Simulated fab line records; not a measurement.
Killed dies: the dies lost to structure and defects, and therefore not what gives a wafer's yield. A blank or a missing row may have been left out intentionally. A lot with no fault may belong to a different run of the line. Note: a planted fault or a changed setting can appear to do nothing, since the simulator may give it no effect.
Matching of chambers :: flow n5Finfet :: 3 sister chambers for N5_BEOL_M8_CURE_75 on uvCure-03
The step cures SiCOH lowk, time 120 s. 33 wafers are shown with their chamber, then 12 later ones without.

## EACH WAFER AND ITS CHAMBER
wafer: L076.3
chamber: 0
wafer_temp_C_max: 371.3
lampPowerPct (%): 52.30

wafer: L076.4
chamber: 0
wafer_temp_C_max: 371.9
lampPowerPct (%): 52.28

wafer: L076.6
chamber: 0
wafer_temp_C_max: 372.1
lampPowerPct (%): 52.34

wafer: L077.1
chamber: 0
wafer_temp_C_max: 371.5
lampPowerPct (%): 52.36

wafer: L077.3
chamber: 0
wafer_temp_C_max: 371.9
lampPowerPct (%): 52.33

wafer: L077.5
chamber: 0
wafer_temp_C_max: 372.2
lampPowerPct (%): 52.38

wafer: L077.2
chamber: 0
wafer_temp_C_max: 371.9
lampPowerPct (%): 52.16

wafer: L077.4
chamber: 0
wafer_temp_C_max: 371.7
lampPowerPct (%): 52.22

wafer: L077.6
chamber: 0
wafer_temp_C_max: 372.0
lampPowerPct (%): 52.30

wafer: L083.1
chamber: 1
wafer_temp_C_max: 371.8
lampPowerPct (%): 52.39

wafer: L083.3
chamber: 1
wafer_temp_C_max: 371.4
lampPowerPct (%): 52.35

wafer: L083.4
chamber: 1
wafer_temp_C_max: 372.7
lampPowerPct (%): 52.39

wafer: L084.1
chamber: 2
wafer_temp_C_max: 373.4
lampPowerPct (%): 52.19

wafer: L084.2
chamber: 2
wafer_temp_C_max: 372.3
lampPowerPct (%): 52.35

wafer: L084.4
chamber: 2
wafer_temp_C_max: 372.6
lampPowerPct (%): 52.32

wafer: L087.1
chamber: 0
wafer_temp_C_max: 371.1
lampPowerPct (%): 52.31

wafer: L087.5
chamber: 0
wafer_temp_C_max: 371.2
lampPowerPct (%): 52.16

wafer: L087.6
chamber: 0
wafer_temp_C_max: 370.7
lampPowerPct (%): 52.40

wafer: L087.2
chamber: 0
wafer_temp_C_max: 371.6
lampPowerPct (%): 52.34

wafer: L087.3
chamber: 0
wafer_temp_C_max: 371.2
lampPowerPct (%): 52.39

wafer: L087.4
chamber: 0
wafer_temp_C_max: 371.4
lampPowerPct (%): 52.41

wafer: L089.1
chamber: 2
wafer_temp_C_max: 372.3
lampPowerPct (%): 52.34

wafer: L089.3
chamber: 2
wafer_temp_C_max: 373.7
lampPowerPct (%): 52.36

wafer: L089.4
chamber: 2
wafer_temp_C_max: 372.1
lampPowerPct (%): 52.42

wafer: L089.2
chamber: 2
wafer_temp_C_max: 372.9
lampPowerPct (%): 52.35

wafer: L089.5
chamber: 2
wafer_temp_C_max: 371.9
lampPowerPct (%): 52.26

wafer: L089.6
chamber: 2
wafer_temp_C_max: 372.7
lampPowerPct (%): 52.36

wafer: L090.2
chamber: 1
wafer_temp_C_max: 371.5
lampPowerPct (%): 52.29

wafer: L090.3
chamber: 1
wafer_temp_C_max: 371.9
lampPowerPct (%): 52.23

wafer: L090.5
chamber: 1
wafer_temp_C_max: 371.8
lampPowerPct (%): 52.35

wafer: L092.2
chamber: 0
wafer_temp_C_max: 371.9
lampPowerPct (%): 52.27

wafer: L092.4
chamber: 0
wafer_temp_C_max: 370.8
lampPowerPct (%): 52.30

wafer: L092.5
chamber: 0
wafer_temp_C_max: 371.4
lampPowerPct (%): 52.41

SIGNATURES (means of the wafers above)
reading: wafer_temp_C_max
chamber 0: 371.544
chamber 1: 371.850
chamber 2: 372.656
scatter within a chamber: 0.489

reading: lampPowerPct
chamber 0: 52.3144
chamber 1: 52.3333
chamber 2: 52.3278
scatter within a chamber: 0.0718
Rule: for each reading, subtract the chamber's mean from the wafer's reading, divide by that reading's scatter and square the result; add these up over the readings and take the root, which gives the wafer's distance from the chamber. The wafer belongs to the nearest chamber; if the next one is less than 2 further off, it can't be placed. How the scatter is found: for the shown wafers, subtract from each reading the mean of its chamber, square and add these, divide the total by (wafers less chambers), then take the root.

## WAFERS WITH NO CHAMBER GIVEN
wafer: L094.2
wafer_temp_C_max: 371.5
lampPowerPct (%): 52.24

wafer: L094.3
wafer_temp_C_max: 371.6
lampPowerPct (%): 52.34

wafer: L094.5
wafer_temp_C_max: 372.2
lampPowerPct (%): 52.26

wafer: L093.2
wafer_temp_C_max: 371.8
lampPowerPct (%): 52.31

wafer: L093.3
wafer_temp_C_max: 371.1
lampPowerPct (%): 52.33

wafer: L093.6
wafer_temp_C_max: 371.9
lampPowerPct (%): 52.33

wafer: L097.3
wafer_temp_C_max: 372.4
lampPowerPct (%): 52.27

wafer: L097.4
wafer_temp_C_max: 372.7
lampPowerPct (%): 52.40

wafer: L097.6
wafer_temp_C_max: 372.7
lampPowerPct (%): 52.35

wafer: L096.1
wafer_temp_C_max: 371.6
lampPowerPct (%): 52.22

wafer: L096.4
wafer_temp_C_max: 372.0
lampPowerPct (%): 52.34

wafer: L096.6
wafer_temp_C_max: 372.2
lampPowerPct (%): 52.34

## WHICH CHAMBER EACH WENT THROUGH
wafer: L094.2
from the rows above: can't be placed: 0 or 1 or 2
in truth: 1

wafer: L094.3
from the rows above: can't be placed: 0 or 1 or 2
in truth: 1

wafer: L094.5
from the rows above: can't be placed: 1 or 2 or 0
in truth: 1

wafer: L093.2
from the rows above: can't be placed: 1 or 0 or 2
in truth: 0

wafer: L093.3
from the rows above: can't be placed: 0 or 1
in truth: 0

wafer: L093.6
from the rows above: can't be placed: 1 or 0 or 2
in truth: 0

wafer: L097.3
from the rows above: can't be placed: 2 or 1 or 0
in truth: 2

wafer: L097.4
from the rows above: can't be placed: 2 or 1 or 0
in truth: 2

wafer: L097.6
from the rows above: can't be placed: 2 or 1
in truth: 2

wafer: L096.1
from the rows above: can't be placed: 0 or 1 or 2
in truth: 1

wafer: L096.4
from the rows above: can't be placed: 1 or 0 or 2
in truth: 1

wafer: L096.6
from the rows above: can't be placed: 1 or 2 or 0
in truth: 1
0 of 12 placed correctly. Unplaceable from these rows: 12, with the true chamber sitting among the candidates in 12. Placed wrongly: 0.
